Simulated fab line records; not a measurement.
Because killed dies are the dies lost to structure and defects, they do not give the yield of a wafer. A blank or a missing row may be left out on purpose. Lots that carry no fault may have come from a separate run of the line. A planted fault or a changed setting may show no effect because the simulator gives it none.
The same fault as seen by 2 desks / flow nand_harc / only its own numbers are on each desk; what lay behind them is given at the end

## THE DEFECT DESK
Lot by lot, what the route's inspections counted, given as the mean of those sampled wafers with a number. The brackets show how far a lot's mean lies from the usual mean; more than 4 standard deviations puts the lot out of limits, marked OUT.
Columns: A = raw_defect_count at NHARC_A_STAIRCASE_INSPECT_155, usual 417
lot=L765; first seen here=day 19 04:55; A=505
lot=L764; first seen here=day 19 05:33; A=383
lot=L766; first seen here=day 19 14:56; A=456
lot=L769; first seen here=day 20 21:17; A=523
lot=L768; first seen here=day 20 21:26; A=435
lot=L770; first seen here=day 21 20:18; A=367
lot=L779; first seen here=day 24 23:31; A=465
lot=L780; first seen here=day 26 01:22; A=419
lot=L781; first seen here=day 26 01:28; A=482
lot=L784; first seen here=day 27 04:26; A=383
lot=L785; first seen here=day 27 19:55; A=409
lot=L786; first seen here=day 28 03:15; A=422
lot=L787; first seen here=day 28 05:14; A=441
This desk found nothing out of limits on any of the 13 lots.

## METROLOGY DESK
Means of the sampled wafers that have a number, per lot and without regard to the tool the lot ran on: this is what the gauges read. The brackets show how far a lot's mean lies from the usual mean; more than 4 standard deviations puts the lot out of limits, marked OUT.
Columns: A = cd_nm at NHARC_A_SGD_CUT_CD_MEAS_09, usual 99.9 nm
lot=L765; first seen here=day 19 05:43; A=100.3
lot=L764; first seen here=day 19 06:20; A=99.5
lot=L766; first seen here=day 19 15:44; A=100.1
lot=L769; first seen here=day 20 21:56; A=100.1
lot=L768; first seen here=day 20 22:14; A=99.8
lot=L770; first seen here=day 21 20:58; A=99.1
lot=L779; first seen here=day 25 00:23; A=100.2
lot=L780; first seen here=day 26 02:10; A=100.3
lot=L781; first seen here=day 26 02:19; A=99.3
lot=L784; first seen here=day 27 05:13; A=100.5
lot=L785; first seen here=day 27 20:50; A=100.5
lot=L786; first seen here=day 28 04:03; A=99.8
lot=L787; first seen here=day 28 05:54; A=99.8
This desk found nothing out of limits on any of the 13 lots.

## ALL TOGETHER
The defect desk saw nothing out of limits.
Nothing out of limits was seen by the metrology desk.

## WHAT THE SIMULATOR HAD PUT IN
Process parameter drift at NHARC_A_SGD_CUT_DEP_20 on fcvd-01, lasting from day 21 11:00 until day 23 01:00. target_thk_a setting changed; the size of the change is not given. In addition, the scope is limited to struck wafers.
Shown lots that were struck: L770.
